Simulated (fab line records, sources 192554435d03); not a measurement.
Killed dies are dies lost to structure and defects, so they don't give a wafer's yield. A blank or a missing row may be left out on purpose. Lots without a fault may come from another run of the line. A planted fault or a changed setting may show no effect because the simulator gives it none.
Chamber matching | flow n5_finfet | N5_BEOL_M2_STRIP_66 on rie_diel-05: 4 sister chambers
The step strips in CF4. 4 wafers are shown with their chamber, then 11 later ones without.

WAFERS WITH THEIR CHAMBER
wafer  | chamber | showerhead_plenum_p_Torr (Torr)
L088.6 | 2       | 1.82
L086.3 | 0       | 1.87
L086.4 | 1       | 1.79
L089.1 | 3       | 1.78

WAFERS WITHOUT THEIR CHAMBER
wafer  | showerhead_plenum_p_Torr (Torr)
L089.3 | 1.87
L089.5 | 1.78
L090.3 | 1.79
L090.4 | 1.87
L090.6 | 1.82
L091.1 | 1.87
L091.3 | 1.78
L091.5 | 1.79
L097.2 | 1.77
L097.3 | 1.87
L097.6 | 1.78

WHICH CHAMBER EACH WENT THROUGH
wafer  | from the rows above | in truth
L089.3 | 0                   | 0
L089.5 | 3                   | 3
L090.3 | 1                   | 1
L090.4 | 0                   | 0
L090.6 | 2                   | 2
L091.1 | 0                   | 0
L091.3 | 3                   | 3
L091.5 | 1                   | 1
L097.2 | 3                   | 3
L097.3 | 0                   | 0
L097.6 | 3                   | 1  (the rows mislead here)
Placed correctly: 10 of 11. Can't be placed from these rows: 0. Placed wrongly: 1.
How it was worked out, from the rows above alone: a wafer's distance from a chamber is the root of the sum, over the readings, of the square of ((its reading less the chamber's mean) divided by the reading's scatter). The wafer belongs to the nearest chamber; if the next one is less than 2 further off, it can't be placed. A chamber's mean is the mean of its shown wafers. The scatter: with one shown wafer a chamber, the root of the mean of the squares of how far each hidden wafer lies from its nearest shown one.
